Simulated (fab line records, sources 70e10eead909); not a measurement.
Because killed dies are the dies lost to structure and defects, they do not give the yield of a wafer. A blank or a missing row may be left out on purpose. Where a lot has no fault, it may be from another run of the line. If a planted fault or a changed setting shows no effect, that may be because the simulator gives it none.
Matching of chambers -- flow nand harc -- NHARC_A_DECK1_JOINT_CMP_02 on cmp-04: 4 sister chambers
The step polishes SiOx. 8 wafers are shown with their chamber, then 11 later ones without.

## WAFERS, EACH WITH ITS CHAMBER
wafer,chamber,motor current A (A)
L082.6,3,11.6
L083.1,3,11.3
L083.4,2,11.1
L086.6,0,11.6
L089.1,0,11.5
L089.2,2,11.5
L089.4,1,12.1
L090.1,1,12.9

## WAFERS WITHOUT THEIR CHAMBER
wafer,motor current A (A)
L090.2,12.1
L090.4,11.6
L091.2,12.0
L091.3,11.2
L091.4,11.5
L092.1,12.1
L092.3,11.7
L092.6,11.6
L097.3,12.7
L097.4,11.1
L097.5,11.6

## THE CHAMBER EACH PASSED THROUGH
wafer,from the rows above,in truth
L090.2,can't be placed: 1 or 0 or 3 or 2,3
L090.4,can't be placed: 0 or 3 or 2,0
L091.2,can't be placed: 0 or 1 or 3 or 2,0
L091.3,can't be placed: 2 or 3 or 0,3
L091.4,can't be placed: 0 or 3 or 2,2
L092.1,can't be placed: 1 or 0 or 3 or 2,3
L092.3,can't be placed: 0 or 3 or 2 or 1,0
L092.6,can't be placed: 0 or 3 or 2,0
L097.3,1,1
L097.4,can't be placed: 2 or 3 or 0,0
L097.5,can't be placed: 0 or 3 or 2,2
Placed correctly: 1 of 11. Cannot be placed on the basis of these rows: 10; the candidates contain the true chamber in 10. Wrongly placed: 0.
How it was worked out, from the rows above alone: a wafer's distance from a chamber is the root of the sum, over the readings, of the square of ((its reading less the chamber's mean) divided by the reading's scatter). The wafer belongs to the nearest chamber; if the next one is less than 2 further off, it can't be placed. Each chamber's mean is taken over the wafers shown for it. The scatter: the root of (the sum of the squares of (reading less its chamber's mean) over the shown wafers, divided by (wafers less chambers)).
